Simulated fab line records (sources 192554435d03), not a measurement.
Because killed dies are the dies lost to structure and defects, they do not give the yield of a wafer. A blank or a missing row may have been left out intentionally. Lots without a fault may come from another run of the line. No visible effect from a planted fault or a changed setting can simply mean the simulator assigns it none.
Which tool was responsible?    flow n5Finfet    19 lots, 57 wafers sampled, at 1 step of a route of 1938

## WHAT EACH GAUGE READ, for each wafer
N5_WELL_APT_CD_MEAS_08: target cd 200 nm.
lot   measured     on        cdNm (nm)
L074  day 1 13:44  cdSem-02  197.9 200.9 199.3
L075  day 1 19:36  cdSem-02  200.8 200.2 199.4
L078  day 2 13:49  cdSem-01  200.5 201.7 199.1
L079  day 2 19:53  cdSem-03  197.7 197.8 199.8
L080  day 3 01:34  cdSem-01  199.4 197.8 200.4
L081  day 3 07:49  cdSem-02  201.5 202.4 202.9
L082  day 3 13:52  cdSem-02  199.0 199.3 200.1
L083  day 3 19:41  cdSem-02  198.4 199.5 199.7
L085  day 4 08:07  cdSem-02  199.2 199.1 199.1
L086  day 4 13:45  cdSem-01  196.4 198.8 197.0
L088  day 5 01:34  cdSem-02  197.7 199.7 202.6
L089  day 5 11:12  cdSem-02  199.3 201.8 197.7
L090  day 5 13:34  cdSem-02  200.6 199.8 198.5
L091  day 5 19:34  cdSem-03  198.9 197.3 200.1
L092  day 6 01:50  cdSem-01  197.7 196.6 197.8
L093  day 6 07:43  cdSem-02  200.4 199.6 201.2
L094  day 6 13:41  cdSem-01  198.9 201.4 200.2
L095  day 6 19:49  cdSem-01  196.7 197.7 199.6
L096  day 7 01:42  cdSem-01  198.0 199.6 197.9

## WHICH TOOL RAN EACH LOT (tool, then ch and the chambers of the sampled wafers, then the start)
The record shows no process step preceding these readings.

## AS READ BY THE TOOLS THEMSELVES (means over the sampled wafers that have a number; for cases with no such wafer, the mark the record gives instead)
The record holds no such reading with a usual standard deviation.

## THE ANSWER, worked out from the rows above alone
Rule: what is usual is taken from the lots themselves. Put in order of their means at a reading, lots are off if they are a third of the lots or fewer, leave a main group of 4 or more, and stand apart from it by a gap of 3 or more times the standard deviation of the main group's means; of several such gaps the widest counts. A main group is skipped when, at the precision printed for the reading in the tables above, its means are all equal. A lot without any number at a reading at which 4 lots or more have one is off too. Any other lot the step has rows for is counted as sound. The gauges are gone through in route order, then the tools' own readings, and for those a lot's mean is taken as printed above. The first step at which some lot is off is used, and at that step the reading that is off furthest; a lot without a number counts as furthest.
No lot is off at any reading shown: from this, nothing can be told.

## WHAT HAD BEEN PUT IN BY THE SIMULATOR
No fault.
